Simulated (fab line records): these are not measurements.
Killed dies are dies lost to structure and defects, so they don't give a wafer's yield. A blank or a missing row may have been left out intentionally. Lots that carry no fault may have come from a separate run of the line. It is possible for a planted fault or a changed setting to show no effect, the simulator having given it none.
fab line records	flow nand-harc
[record] lots = 24	wafers = 72	last-day = 25
route steps=1159 shown A_CHANNEL_FILL_D1@495 A_STAIRCASE@531
lots with no fault: from the same line, run without faults
start-h: hours from the record's opening day to when the first of the lot's shown wafers began	wait-h: hours elapsed since this lot's preceding step	" same as the row above	L1.1+2: several wafers, shown together as one row	- either no value or no given start	* or withheld: withheld	< > ~ a bound
route shown NAME@n: NAME is a module with steps in the file, n the number in the route of the first one	usual: average and standard deviation across the fault-free wafers	same: alike in all rows	chamber/n: place in a boat	sites: the reading at each site	_std_site: the standard deviation of these	_edge_site: the outer-site mean with the inner-site mean subtracted	radius-mm: how far each site lies from the wafer's centre	mask NAME#n: copy n	behind: the last tool/chamber to shape the wafer	hold: why the lot went on hold/how many hours it stayed there/how the hold came to an end	device: names the non-switching transistor (n, p or np)	end of line: the same wafers' tests at the end of the route	a step with no rows: only its recipe	killed: at the first sort, the dies lost to defects and structure; wafer yield is something else	map: a wafer's dies, marking killed ones x, the rest . and places with no die _
set.NAME: the run value of the setting; set.NAME@STEP: its run value at that earlier step	model.NAME: the simulator's own value behind a step, which no gauge read
steps of the route over a sample of lots; a table a step, a row a wafer
services: the hour from which a tool's chamber was out of use, counted from the record's first day as start-h (under 0 if before that day), plus the number of hours and why
[[steps]]
[step NHARC_A_CHANNEL_FILL_D1_ALD_15]
[recipe] target-thk-a = 20	pulse-time-s = 60	ald-cycles = 19	temp-c = 630	pressure-torr = 2	material = SiNx
[usual] precursor-pulse-height-rel = 1.000/0.02
lot.wafer	tool	chamber	start-h	wait-h	precursor-pulse-height-rel
L074.1	ald-sin-batch-01	0	-	-	1.045
L074.3	"	0	"	"	0.966
L074.6	"	0	"	"	1.029
L075.2	ald-sin-batch-01	0	-	-	1.018
L075.3	"	0	"	"	0.991
L075.6	"	0	"	"	0.983
L076.1	ald-sin-batch-01	0	-	-	0.983
L076.4	"	0	"	"	1.001
L076.5	"	0	"	"	0.986
L077.1	ald-sin-batch-01	0	-	-	1.023
L077.5	"	0	"	"	0.998
L077.6	"	0	"	"	0.981
L078.1	ald-sin-batch-03	0	-	-	1.020
L078.4	"	0	"	"	1.035
L078.6	"	0	"	"	0.989
L079.1	ald-sin-batch-01	0	-	-	1.025
L079.4	"	0	"	"	1.022
L079.6	"	0	"	"	0.985
L080.2	ald-sin-batch-01	0	-	-	1.030
L080.4	"	0	"	"	1.004
L080.6	"	0	"	"	1.006
L081.1	ald-sin-batch-01	0	-	-	0.986
L081.3	"	0	"	"	0.978
L081.4	"	0	"	"	1.011
L082.1	ald-sin-batch-01	0	-	-	0.974
L082.2	"	0	"	"	0.994
L082.4	"	0	"	"	1.011
L083.1	ald-sin-batch-01	0	-	-	1.003
L083.3	"	0	"	"	0.955
L083.6	"	0	"	"	1.025
L084.3	ald-sin-batch-03	0	-	-	1.028
L084.5	"	0	"	"	0.993
L084.6	"	0	"	"	1.002
L085.3	ald-sin-batch-03	0	-	-	1.023
L085.4	"	0	"	"	1.025
L085.5	"	0	"	"	0.974
L087.1	ald-sin-batch-03	0	-	-	1.029
L087.2	"	0	"	"	1.012
L087.6	"	0	"	"	1.017
L086.1	ald-sin-batch-01	0	-	-	0.998
L086.4	"	0	"	"	1.018
L086.6	"	0	"	"	0.979
L088.1	ald-sin-batch-01	0	-	-	1.029
L088.3	"	0	"	"	1.038
L088.5	"	0	"	"	0.965
L089.1	ald-sin-batch-01	0	-	-	1.028
L089.2	"	0	"	"	0.972
L089.5	"	0	"	"	1.013
L090.1	ald-sin-batch-03	0	-	-	1.013
L090.2	"	0	"	"	1.017
L090.4	"	0	"	"	0.968
L091.1	ald-sin-batch-02	0	-	-	0.970
L091.3	"	0	"	"	1.010
L091.4	"	0	"	"	0.999
L092.1	ald-sin-batch-02	0	-	-	1.006
L092.5	"	0	"	"	0.993
L092.6	"	0	"	"	1.001
L093.1	ald-sin-batch-02	0	-	-	1.010
L093.2	"	0	"	"	0.976
L093.3	"	0	"	"	0.998
L094.3	ald-sin-batch-03	0	-	-	1.014
L094.4	"	0	"	"	1.032
L094.6	"	0	"	"	1.014
L095.1	ald-sin-batch-03	0	-	-	0.989
L095.2	"	0	"	"	0.980
L095.6	"	0	"	"	0.970
L096.2	ald-sin-batch-01	0	325.19	3.0	0.997
L096.4	"	0	"	"	1.007
L096.5	"	0	"	"	1.002
L097.1	ald-sin-batch-01	0	338.19	3.3	0.985
L097.3	"	0	"	"	1.003
L097.6	"	0	"	"	0.998
[step NHARC_A_CHANNEL_FILL_D1_RTA_24]
[recipe] temp-c = 1000	time-s = 5
[usual] lamp-power-pct = 29.8/1.5	lamp_zone_7_pct = 30.2/1.5	wafer_temp_C_max = 1004.3/1.1
lot.wafer	tool	chamber	start-h	wait-h	lamp-power-pct	lamp_zone_7_pct	wafer_temp_C_max
L074.1	rtp-anneal-02	0	232.02	0.1	28.2	28.7	1003.7
L074.3	"	0	"	"	28.2	28.6	1003.3
L074.6	"	0	"	"	28.2	28.6	1002.4
L075.2	rtp-anneal-01	0	232.19	0.1	31.1	31.6	1006.5
L075.3	"	0	"	"	31.1	31.6	1004.7
L075.6	"	0	"	"	31.1	31.6	1003.9
L076.1	rtp-anneal-01	0	242.60	0.0	31.1	31.6	1005.8
L076.4	"	0	"	"	31.1	31.6	1005.4
L076.5	"	0	"	"	31.1	31.7	1004.5
L077.1	rtp-anneal-02	0	242.60	0.0	28.1	28.6	1003.9
L077.5	"	0	"	"	28.2	28.6	1004.1
L077.6	"	0	"	"	28.2	28.6	1004.5
L078.1	rtp-anneal-02	0	258.97	0.0	28.1	28.6	1003.4
L078.4	"	0	"	"	28.2	28.6	1003.6
L078.6	"	0	"	"	28.2	28.6	1002.7
L079.1	rtp-anneal-02	0	259.14	0.2	28.1	28.5	1004.3
L079.4	"	0	"	"	28.1	28.6	1003.8
L079.6	"	0	"	"	28.2	28.6	1004.0
L081.1	rtp-anneal-02	0	269.75	0.0	28.2	28.6	1004.4
L081.3	"	0	"	"	28.2	28.6	1004.6
L081.4	"	0	"	"	28.2	28.6	1004.2
L080.2	rtp-anneal-01	0	269.80	0.1	31.1	31.6	1006.8
L080.4	"	0	"	"	31.1	31.7	1004.9
L080.6	"	0	"	"	31.1	31.6	1004.2
L082.1	rtp-anneal-01	0	286.45	0.0	31.1	31.6	1006.2
L082.2	"	0	"	"	31.1	31.6	1004.4
L082.4	"	0	"	"	31.1	31.6	1005.3
L083.1	rtp-anneal-02	0	286.45	0.0	28.2	28.6	1002.3
L083.3	"	0	"	"	28.2	28.6	1003.6
L083.6	"	0	"	"	28.1	28.7	1003.4
L085.3	rtp-anneal-02	0	299.12	0.1	28.2	28.6	1003.5
L085.4	"	0	"	"	28.2	28.6	1003.7
L085.5	"	0	"	"	28.2	28.6	1003.1
L084.3	rtp-anneal-01	0	299.12	0.1	31.1	31.6	1003.9
L084.5	"	0	"	"	31.1	31.6	1004.5
L084.6	"	0	"	"	31.1	31.6	1005.3
L087.1	rtp-anneal-01	0	308.18	0.3	31.1	31.6	1006.1
L087.2	"	0	"	"	31.1	31.7	1005.1
L087.6	"	0	"	"	31.2	31.6	1004.5
L086.1	rtp-anneal-01	0	314.68	0.0	31.1	31.6	1006.6
L086.4	"	0	"	"	31.1	31.6	1004.5
L086.6	"	0	"	"	31.1	31.6	1005.4
L088.1	rtp-anneal-01	0	318.36	0.1	31.1	31.6	1004.5
L088.3	"	0	"	"	31.1	31.6	1004.9
L088.5	"	0	"	"	31.1	31.6	1005.2
L089.1	rtp-anneal-02	0	318.40	0.2	28.1	28.7	1004.2
L089.2	"	0	"	"	28.2	28.6	1002.4
L089.5	"	0	"	"	28.1	28.6	1003.6
L090.1	rtp-anneal-01	0	331.56	0.2	31.1	31.6	1004.1
L090.2	"	0	"	"	31.1	31.5	1004.6
L090.4	"	0	"	"	31.1	31.6	1004.9
L092.1	rtp-anneal-02	0	331.69	0.3	28.2	28.7	1003.4
L092.5	"	0	"	"	28.2	28.6	1003.4
L092.6	"	0	"	"	28.2	28.6	1003.2
L091.1	rtp-anneal-01	0	331.73	0.2	31.1	31.6	1007.5
L091.3	"	0	"	"	31.1	31.6	1004.3
L091.4	"	0	"	"	31.0	31.6	1006.5
L093.1	rtp-anneal-01	0	344.19	0.0	31.1	31.6	1004.0
L093.2	"	0	"	"	31.1	31.6	1004.7
L093.3	"	0	"	"	31.1	31.6	1006.4
L094.3	rtp-anneal-01	0	350.24	0.1	31.1	31.6	1004.8
L094.4	"	0	"	"	31.1	31.6	1005.3
L094.6	"	0	"	"	31.1	31.6	1004.8
L095.1	rtp-anneal-02	0	353.73	0.0	28.2	28.6	1004.2
L095.2	"	0	"	"	28.2	28.6	1003.8
L095.6	"	0	"	"	28.1	28.6	1004.0
L096.2	rtp-anneal-01	0	363.25	0.1	31.1	31.6	1005.2
L096.4	"	0	"	"	31.1	31.6	1004.9
L096.5	"	0	"	"	31.1	31.6	1004.6
L097.1	rtp-anneal-02	0	376.14	0.0	28.2	28.6	1003.2
L097.3	"	0	"	"	28.2	28.6	1003.9
L097.6	"	0	"	"	28.2	28.6	1003.1
[step NHARC_A_STAIRCASE_ETCH_169]
[recipe] target-depth-a = 500	time-s = 107.1	ion-energy-ev = 120	ch3f-flow-sccm = 50	o2-flow-sccm = 30	ar-flow-sccm = 200	rf-w = 500	bias-w = 100	chemistry = CH3F/O2
[usual] drypump-motor-current-A = 5.9/0.44	oes-product-au = 0.945/0.023	rf-fwd-power-W = 497.2/1.6	rf-vpp-V = 243.8/1.8	showerhead-plenum-p-Torr = 2.42/0.12	throttle-valve-pct = 20.663/0.0092
lot.wafer	tool	chamber	start-h	wait-h	drypump-motor-current-A	oes-product-au	rf-fwd-power-W	rf-hours-counter-h	rf-vpp-V	showerhead-plenum-p-Torr	throttle-valve-pct
L074.1	rie-diel-13	0	233.26	0.1	5.7	0.914	497.3	46	245.2	2.50	20.663
L074.3	"	1	"	"	5.3	0.929	497.4	46	242.2	2.34	20.653
L074.6	"	1	"	"	5.3	0.924	497.1	-	241.3	2.34	20.656
L075.3	rie-diel-06	1	233.38	0.1	6.6	0.934	498.3	48	245.3	2.58	20.669
L075.2	"	3	"	"	6.3	0.940	497.4	62	241.3	2.29	20.679
L075.6	"	1	"	"	6.5	0.933	497.3	-	246.5	2.58	20.673
L076.1	rie-diel-13	1	243.94	0.1	5.3	0.931	495.9	50	242.5	2.34	20.650
L076.4	"	3	"	"	5.4	0.928	499.5	50	242.8	2.29	20.673
L076.5	"	1	"	"	5.3	0.923	499.2	-	243.8	2.34	20.663
L077.1	rie-diel-13	3	244.37	0.3	5.4	0.914	494.4	50	242.1	2.29	20.665
L077.5	"	0	"	"	5.6	0.909	496.8	-	244.4	2.50	20.675
L077.6	"	1	"	"	5.3	0.923	498.6	-	242.7	2.34	20.668
L078.4	rie-diel-01	0	260.17	0.1	5.8	0.958	500.3	45	244.6	2.42	20.667
L078.1	"	1	"	"	5.6	0.963	497.0	45	242.4	2.31	20.637
L078.6	"	0	"	"	5.8	0.965	496.9	-	244.9	2.42	20.661
L079.1	rie-diel-06	2	260.48	0.1	6.5	0.980	498.1	4	245.3	2.51	20.670
L079.4	"	0	"	"	5.9	0.951	498.7	2	246.3	2.52	20.658
L079.6	"	2	"	"	6.4	0.980	499.4	-	244.9	2.51	20.653
L081.3	rie-diel-13	1	271.13	0.1	5.3	0.924	497.1	57	242.8	2.34	20.674
L081.4	"	2	"	"	6.6	0.921	494.9	60	240.6	2.27	20.668
L081.1	"	0	"	"	5.7	0.902	496.2	58	245.7	2.50	20.664
L080.4	rie-diel-13	0	271.31	0.1	5.6	0.911	496.2	58	244.3	2.49	20.655
L080.2	"	1	"	"	5.4	0.928	498.7	57	242.8	2.34	20.675
L080.6	"	0	"	"	5.7	0.908	496.7	-	244.5	2.50	20.660
L082.4	rie-diel-06	0	287.78	0.1	5.9	0.977	497.6	14	244.0	2.51	20.665
L082.2	"	1	"	"	6.6	0.958	497.4	14	243.6	2.57	20.653
L082.1	"	2	"	"	6.4	0.965	497.0	14	245.5	2.51	20.670
L083.1	rie-diel-01	3	287.94	0.1	6.0	0.919	495.0	58	246.0	2.47	20.675
L083.3	"	2	"	"	5.7	0.924	498.4	50	242.6	2.33	20.670
L083.6	"	0	"	"	5.7	0.923	498.7	-	244.2	2.42	20.659
L085.3	rie-diel-01	0	300.51	0.1	5.7	0.927	496.7	57	243.1	2.42	20.666
L085.4	"	2	"	"	5.7	0.920	497.6	55	242.8	2.32	20.660
L085.5	"	3	"	"	6.0	0.913	494.5	-	243.3	2.47	20.684
L084.3	rie-diel-01	2	300.55	0.1	5.8	0.928	499.8	55	242.2	2.32	20.660
L084.5	"	2	"	"	5.7	0.927	498.6	-	242.7	2.32	20.658
L084.6	"	3	"	"	6.0	0.911	494.8	-	245.1	2.47	20.670
L087.1	rie-diel-01	0	309.53	0.2	5.8	0.944	497.0	60	243.3	2.41	20.668
L087.2	"	2	"	"	5.7	0.943	497.9	57	242.5	2.32	20.658
L087.6	"	3	"	"	6.0	0.935	493.2	-	243.6	2.47	20.659
L086.1	rie-diel-13	1	316.49	0.1	5.3	0.941	499.4	13	242.6	2.33	20.659
L086.4	"	3	"	"	5.5	0.942	497.5	15	240.1	2.28	20.661
L086.6	"	1	"	"	5.3	0.941	499.7	-	241.8	2.33	20.674
L088.3	rie-diel-06	2	319.88	0.1	6.4	0.959	497.8	24	245.9	2.50	20.663
L088.1	"	0	"	"	5.9	0.941	495.6	26	245.2	2.51	20.678
L088.5	"	2	"	"	6.4	0.965	498.1	-	244.6	2.50	20.665
L089.2	rie-diel-06	1	320.15	0.1	6.5	0.963	498.5	25	246.8	2.57	20.669
L089.1	"	2	"	"	6.4	0.952	495.7	25	246.7	2.50	20.652
L089.5	"	1	"	"	6.5	0.958	496.4	-	246.5	2.57	20.647
L090.2	rie-diel-13	2	332.88	0.1	6.5	0.960	497.2	23	247.8	2.65	20.677
L090.1	"	3	"	"	5.4	0.953	496.8	24	241.8	2.28	20.667
L090.4	"	0	"	"	5.7	0.980	495.9	20	243.2	2.49	20.652
L092.1	rie-diel-06	1	333.10	0.1	6.6	0.949	495.7	32	245.6	2.57	20.677
L092.6	"	0	"	"	5.9	0.933	496.7	-	245.7	2.51	20.671
L092.5	"	1	"	"	6.6	0.946	496.4	-	244.8	2.57	20.656
L091.1	rie-diel-01	2	333.21	0.1	5.8	0.959	499.1	4	242.8	2.32	20.652
L091.3	"	3	"	"	6.0	0.976	496.1	4	246.5	2.47	20.659
L091.4	"	1	"	"	5.6	0.960	499.3	3	242.2	2.31	20.667
L093.1	rie-diel-13	1	345.82	0.2	5.3	0.942	498.1	26	243.1	2.33	20.673
L093.3	"	2	"	"	6.5	0.929	496.0	27	248.0	2.65	20.649
L093.2	"	3	"	"	5.4	0.922	495.2	28	242.6	2.28	20.666
L094.4	rie-diel-13	1	351.65	0.1	5.3	0.982	496.2	28	243.1	2.33	20.671
L094.3	"	2	"	"	6.6	0.956	495.7	29	247.0	2.65	20.663
L094.6	"	3	"	"	5.4	0.959	499.5	-	241.5	2.28	20.657
L095.1	rie-diel-06	2	355.08	0.1	6.4	0.963	498.6	40	245.0	2.50	20.667
L095.2	"	1	"	"	6.5	0.986	500.9	40	245.0	2.56	20.668
L095.6	"	2	"	"	6.4	0.978	499.4	-	244.8	2.50	20.669
L096.2	rie-diel-13	3	364.43	0.1	5.4	0.987	497.0	34	240.7	2.28	20.673
L096.4	"	2	"	"	6.5	0.981	495.3	34	246.3	2.65	20.665
L096.5	"	3	"	"	5.4	0.977	497.8	-	242.3	2.28	20.680
L097.3	rie-diel-13	1	377.35	0.1	5.3	0.959	499.2	37	243.4	2.32	20.664
L097.1	"	2	"	"	6.5	0.941	494.7	39	246.0	2.64	20.667
L097.6	"	2	"	"	6.5	0.961	495.8	-	245.5	2.64	20.672
[step NHARC_A_STAIRCASE_ETCH_13]
[recipe] target-depth-a = 1000	time-s = 40.5	ion-energy-ev = 400	c4f8-flow-sccm = 20	o2-flow-sccm = 10	ar-flow-sccm = withheld	rf-w = 600	bias-w = 1000	chemistry = C4F8/O2
[usual] oes-product-au = 0.937/0.013	rf-fwd-power-W = 593.4/2.3	rf-vpp-V = 894/6.1
lot.wafer	tool	chamber	start-h	wait-h	oes-product-au	rf-fwd-power-W	rf-hours-counter-h	rf-vpp-V
L074.1	rie-diel-13	2	-	-	0.951	593.2	48	886
L074.3	"	3	"	"	0.940	594.8	44	888
L074.6	"	1	"	"	0.944	595.4	-	891
L075.2	rie-diel-01	1	-	-	0.942	594.3	34	889
L075.3	"	3	"	"	0.931	588.6	35	898
L075.6	"	1	"	"	0.937	594.4	-	890
L076.1	rie-diel-01	0	-	-	0.931	592.4	39	894
L076.4	"	2	"	"	0.919	595.3	34	888
L076.5	"	1	"	"	0.932	594.0	-	889
L077.1	rie-diel-01	3	-	-	0.911	589.2	42	898
L077.5	"	3	"	"	0.917	589.8	-	897
L077.6	"	0	"	"	0.918	593.9	-	895
L078.1	rie-diel-01	3	-	-	0.924	587.5	48	896
L078.4	"	1	"	"	0.934	594.5	-	890
L078.6	"	3	"	"	0.920	589.1	-	896
L079.4	rie-diel-06	1	-	-	0.936	592.3	3	903
L079.1	"	0	"	"	0.939	595.8	3	899
L079.6	"	1	"	"	0.939	590.1	-	902
L081.4	rie-diel-06	0	-	-	0.939	595.5	6	899
L081.3	"	2	"	"	0.958	592.2	8	898
L081.1	"	3	"	"	0.965	594.2	7	886
L080.4	rie-diel-01	2	-	-	0.941	595.2	44	891
L080.2	"	3	"	"	0.932	586.9	51	897
L080.6	"	1	"	"	0.935	592.2	-	889
L082.1	rie-diel-06	1	-	-	0.930	589.8	15	903
L082.4	"	2	"	"	0.929	596.5	15	900
L082.2	"	3	"	"	0.934	593.7	14	887
L083.3	rie-diel-13	2	-	-	0.925	591.4	4	905
L083.1	"	3	"	"	0.918	594.3	4	886
L083.6	"	2	"	"	0.940	592.9	-	907
L084.3	rie-diel-13	0	-	-	0.957	593.3	7	898
L084.5	"	3	"	"	0.950	595.4	-	886
L084.6	"	0	"	"	0.960	595.1	-	897
L085.3	rie-diel-06	3	-	-	0.945	597.7	19	888
L085.4	"	0	"	"	0.929	593.8	19	898
L085.5	"	3	"	"	0.950	593.8	-	887
L087.1	rie-diel-06	3	-	-	0.937	594.3	22	888
L087.2	"	1	"	"	0.953	591.9	22	902
L087.6	"	3	"	"	0.939	594.1	-	886
L086.1	rie-diel-13	0	-	-	0.931	595.4	13	897
L086.4	"	3	"	"	0.923	596.6	16	886
L086.6	"	1	"	"	0.924	595.5	-	890
L088.3	rie-diel-13	3	-	-	0.918	595.7	17	887
L088.1	"	0	"	"	0.926	591.8	15	898
L088.5	"	2	"	"	0.923	589.0	-	905
L089.1	rie-diel-13	2	-	-	0.915	591.8	17	905
L089.2	"	3	"	"	0.915	590.4	18	886
L089.5	"	3	"	"	0.924	591.2	-	887
L090.1	rie-diel-06	3	-	-	0.950	594.3	33	885
L090.4	"	1	"	"	0.954	593.3	32	903
L090.2	"	2	"	"	0.942	596.2	32	898
L091.3	rie-diel-13	3	-	-	0.914	595.2	24	888
L091.1	"	0	"	"	0.934	593.5	20	898
L091.4	"	1	"	"	0.932	595.9	21	889
L092.1	rie-diel-13	0	-	-	0.921	592.2	21	897
L092.6	"	3	"	"	0.929	595.4	-	888
L092.5	"	0	"	"	0.928	593.7	-	898
L093.3	rie-diel-01	3	-	-	0.943	590.1	8	895
L093.2	"	0	"	"	0.954	596.6	8	895
L093.1	"	2	"	"	0.948	596.1	8	889
L094.4	rie-diel-06	0	-	-	0.933	594.7	40	898
L094.3	"	1	"	"	0.942	591.9	40	901
L094.6	"	1	"	"	0.949	594.0	-	900
L095.2	rie-diel-01	2	-	-	0.957	599.0	12	887
L095.1	"	3	"	"	0.941	591.9	11	895
L095.6	"	1	"	"	0.968	594.5	-	888
L096.4	rie-diel-13	3	-	-	0.960	591.7	35	887
L096.2	"	0	"	"	0.958	593.2	31	897
L096.5	"	2	"	"	0.943	593.8	-	906
L097.3	rie-diel-01	1	-	-	0.927	594.3	17	887
L097.1	"	3	"	"	0.942	587.3	20	895
L097.6	"	1	"	"	0.935	595.4	-	890
[step NHARC_A_STAIRCASE_ETCH_188]
[recipe] target-depth-a = 1000	time-s = 40.5	ion-energy-ev = 400	c4f8-flow-sccm = 20	o2-flow-sccm = 10	ar-flow-sccm = withheld	rf-w = 600	bias-w = 1000	chemistry = C4F8/O2
[usual] oes-product-au = 0.937/0.014	rf-fwd-power-W = 593.4/2.6	rf-vpp-V = 894/5.8
lot.wafer	tool	chamber	start-h	wait-h	oes-product-au	rf-fwd-power-W	rf-hours-counter-h	rf-vpp-V
L074.3	rie-diel-06	3	-	-	0.953	591.6	65	887
L074.1	"	0	"	"	0.952	599.5	63	899
L074.6	"	0	"	"	0.944	598.6	-	900
L075.3	rie-diel-13	0	-	-	0.913	593.5	48	899
L075.2	"	1	"	"	0.925	595.8	48	890
L075.6	"	2	"	"	0.930	594.1	-	886
L076.1	rie-diel-01	3	-	-	0.938	590.7	43	898
L076.4	"	1	"	"	0.954	590.7	42	888
L076.5	"	2	"	"	0.943	593.2	-	889
L077.1	rie-diel-01	0	-	-	0.923	592.2	41	894
L077.5	"	0	"	"	0.933	591.5	-	894
L077.6	"	1	"	"	0.936	596.4	-	887
L078.1	rie-diel-01	0	-	-	0.930	595.2	45	894
L078.4	"	3	"	"	0.934	588.4	49	897
L078.6	"	0	"	"	0.935	593.1	-	893
L079.1	rie-diel-13	2	-	-	0.937	589.7	59	885
L079.4	"	3	"	"	0.929	590.8	56	889
L079.6	"	1	"	"	0.930	591.2	-	889
L080.2	rie-diel-06	2	-	-	0.913	594.9	9	901
L080.4	"	3	"	"	0.940	595.9	9	886
L080.6	"	0	"	"	0.916	597.0	-	899
L081.4	rie-diel-06	3	-	-	0.925	592.1	9	888
L081.1	"	0	"	"	0.919	595.8	9	900
L081.3	"	2	"	"	0.929	598.4	9	899
L082.4	rie-diel-06	1	-	-	0.957	596.5	17	901
L082.1	"	2	"	"	0.963	594.9	17	898
L082.2	"	0	"	"	0.939	598.6	17	900
L083.1	rie-diel-06	0	-	-	0.920	596.9	18	898
L083.3	"	3	"	"	0.944	595.5	17	887
L083.6	"	1	"	"	0.944	593.3	-	901
L084.3	rie-diel-01	0	-	-	0.942	591.7	59	893
L084.6	"	3	"	"	0.933	587.5	-	897
L084.5	"	0	"	"	0.938	588.4	-	892
L085.4	rie-diel-06	3	-	-	0.952	596.0	20	886
L085.3	"	1	"	"	0.941	591.9	20	901
L085.5	"	3	"	"	0.947	596.8	-	887
L087.1	rie-diel-06	2	-	-	0.957	594.7	23	897
L087.2	"	3	"	"	0.957	596.6	24	887
L087.6	"	0	"	"	0.928	596.5	-	899
L086.4	rie-diel-13	3	-	-	0.915	595.3	19	887
L086.1	"	1	"	"	0.930	591.9	17	890
L086.6	"	2	"	"	0.924	591.7	-	906
L088.1	rie-diel-01	2	-	-	0.950	595.5	1	888
L088.3	"	1	"	"	0.961	592.8	0	887
L088.5	"	2	"	"	0.948	593.8	-	888
L089.2	rie-diel-01	0	-	-	0.946	592.8	1	894
L089.1	"	3	"	"	0.944	588.2	1	896
L089.5	"	1	"	"	0.940	594.2	-	889
L090.4	rie-diel-06	1	-	-	0.938	590.3	34	902
L090.2	"	2	"	"	0.929	596.2	33	898
L090.1	"	3	"	"	0.962	592.7	35	887
L091.3	rie-diel-13	0	-	-	0.933	594.6	22	896
L091.1	"	2	"	"	0.939	591.9	24	905
L091.4	"	3	"	"	0.919	593.8	26	887
L092.1	rie-diel-01	3	-	-	0.944	588.2	6	896
L092.5	"	0	"	"	0.955	594.6	-	894
L092.6	"	1	"	"	0.965	591.1	-	888
L093.1	rie-diel-13	0	-	-	0.957	591.1	27	899
L093.2	"	1	"	"	0.949	594.1	28	889
L093.3	"	2	"	"	0.950	590.8	30	906
L094.3	rie-diel-01	3	-	-	0.934	591.6	11	897
L094.4	"	0	"	"	0.940	591.2	11	893
L094.6	"	3	"	"	0.923	589.6	-	896
L095.2	rie-diel-13	3	-	-	0.949	592.8	33	886
L095.1	"	1	"	"	0.946	593.9	31	889
L095.6	"	0	"	"	0.953	590.0	-	897
L096.2	rie-diel-06	2	-	-	0.919	596.7	47	896
L096.5	"	1	"	"	0.918	591.2	-	901
L096.4	"	2	"	"	0.917	596.9	-	899
L097.3	rie-diel-13	3	-	-	0.914	591.8	41	887
L097.1	"	0	"	"	0.925	592.9	37	897
L097.6	"	3	"	"	0.909	593.8	-	888
[step NHARC_A_STAIRCASE_ETCH_199]
[recipe] target-depth-a = 1000	time-s = 40.5	ion-energy-ev = 400	c4f8-flow-sccm = 20	o2-flow-sccm = 10	ar-flow-sccm = withheld	rf-w = 600	bias-w = 1000	chemistry = C4F8/O2
[usual] oes-product-au = 0.942/0.012	rf-fwd-power-W = 593.5/2.8	rf-vpp-V = 894/5.6
lot.wafer	tool	chamber	start-h	wait-h	oes-product-au	rf-fwd-power-W	rf-hours-counter-h	rf-vpp-V
L074.1	rie-diel-06	0	-	-	0.950	599.2	63	898
L074.3	"	2	"	"	0.948	595.2	65	898
L074.6	"	3	"	"	0.945	597.6	-	886
L075.2	rie-diel-13	3	-	-	0.936	593.8	48	887
L075.3	"	2	"	"	0.951	591.1	51	886
L075.6	"	0	"	"	0.922	593.6	-	897
L076.1	rie-diel-06	1	-	-	0.952	591.5	0	902
L076.4	"	3	"	"	0.962	594.4	0	888
L076.5	"	0	"	"	0.973	595.4	-	900
L077.1	rie-diel-01	3	-	-	0.928	589.9	44	896
L077.5	"	0	"	"	0.936	593.8	-	895
L077.6	"	1	"	"	0.930	592.0	-	887
L078.4	rie-diel-01	3	-	-	0.948	588.7	50	898
L078.1	"	1	"	"	0.938	596.2	47	888
L078.6	"	0	"	"	0.941	592.7	-	894
L079.1	rie-diel-13	2	-	-	0.947	593.3	59	884
L079.4	"	3	"	"	0.938	595.4	56	886
L079.6	"	1	"	"	0.949	592.2	-	890
L080.2	rie-diel-06	2	-	-	0.949	595.2	11	899
L080.4	"	3	"	"	0.954	593.7	10	887
L080.6	"	0	"	"	0.922	595.5	-	899
L081.1	rie-diel-01	2	-	-	0.945	594.9	47	890
L081.3	"	3	"	"	0.947	587.9	54	896
L081.4	"	1	"	"	0.935	594.1	52	890
L082.1	rie-diel-01	3	-	-	0.930	588.5	60	896
L082.2	"	0	"	"	0.929	593.3	55	895
L082.4	"	2	"	"	0.942	597.5	52	890
L083.1	rie-diel-01	1	-	-	0.936	596.3	57	888
L083.3	"	2	"	"	0.938	594.5	52	890
L083.6	"	0	"	"	0.942	593.1	-	895
L084.3	rie-diel-06	0	-	-	0.929	593.3	21	899
L084.5	"	3	"	"	0.939	593.8	-	887
L084.6	"	0	"	"	0.916	595.9	-	899
L085.3	rie-diel-06	0	-	-	0.925	594.2	21	900
L085.4	"	1	"	"	0.952	595.4	21	901
L085.5	"	3	"	"	0.932	592.2	-	887
L087.2	rie-diel-13	2	-	-	0.955	590.9	13	904
L087.1	"	3	"	"	0.954	594.3	15	886
L087.6	"	1	"	"	0.943	593.0	-	889
L086.1	rie-diel-01	1	-	-	0.944	592.4	0	888
L086.4	"	0	"	"	0.962	592.8	0	894
L086.6	"	2	"	"	0.960	597.0	-	890
L088.3	rie-diel-06	0	-	-	0.931	594.1	31	898
L088.1	"	1	"	"	0.940	593.8	30	901
L088.5	"	2	"	"	0.931	596.2	-	899
L089.2	rie-diel-01	2	-	-	0.933	594.0	2	888
L089.1	"	3	"	"	0.933	589.4	1	897
L089.5	"	2	"	"	0.937	597.2	-	889
L090.1	rie-diel-06	0	-	-	0.950	595.6	36	899
L090.4	"	1	"	"	0.943	593.8	34	900
L090.2	"	3	"	"	0.954	594.8	35	887
L091.3	rie-diel-13	1	-	-	0.930	592.8	24	890
L091.4	"	3	"	"	0.917	596.0	27	886
L091.1	"	0	"	"	0.944	594.3	23	899
L092.1	rie-diel-13	0	-	-	0.947	596.2	23	899
L092.5	"	1	"	"	0.942	595.3	-	889
L092.6	"	2	"	"	0.936	591.1	-	906
L093.1	rie-diel-06	1	-	-	0.974	594.5	39	901
L093.2	"	3	"	"	0.958	593.9	39	886
L093.3	"	0	"	"	0.942	595.9	40	898
L094.3	rie-diel-01	0	-	-	0.943	594.4	12	892
L094.4	"	1	"	"	0.948	595.2	10	887
L094.6	"	3	"	"	0.944	587.3	-	897
L095.2	rie-diel-01	0	-	-	0.946	592.8	13	894
L095.1	"	1	"	"	0.961	592.2	11	888
L095.6	"	0	"	"	0.954	591.5	-	893
L096.2	rie-diel-01	1	-	-	0.921	594.7	15	888
L096.4	"	2	"	"	0.935	594.5	17	890
L096.5	"	2	"	"	0.933	594.2	-	887
L097.3	rie-diel-01	0	-	-	0.956	595.4	23	893
L097.1	"	2	"	"	0.955	599.1	23	888
L097.6	"	0	"	"	0.954	591.4	-	894
[[services]]
tool	chamber	start-h	hours	kind
rie-diel-01	0	171.32	-	clean
rie-diel-01	1	171.32	-	clean
rie-diel-01	2	171.32	-	clean
rie-diel-01	3	171.32	-	clean
rie-diel-01	2	173.13	22.8	repair
ald-sin-batch-02	-	178.43	112.8	repair
rie-diel-06	3	190.61	4.7	repair
rie-diel-01	0	195.82	-	clean
rie-diel-01	1	195.82	-	clean
rie-diel-01	3	195.82	-	clean
rie-diel-06	1	199.82	13.2	repair
rie-diel-06	-	241.27	9.0	pm
rie-diel-01	1	255.60	2.0	repair
rie-diel-01	0	260.84	5.2	repair
rie-diel-13	-	276.08	9.0	pm
rie-diel-06	-	296.99	3.5	repair
rtp-anneal-02	-	300.22	12.0	pm
rie-diel-01	1	308.71	14.6	repair
rie-diel-13	2	309.80	3.9	repair
ald-sin-batch-03	-	314.03	26.0	pm
rie-diel-01	-	315.40	9.0	pm
rie-diel-01	1	333.90	6.0	repair
ald-sin-batch-03	-	347.99	18.8	repair
rie-diel-06	3	359.28	27.0	repair
[[key]]
fault none
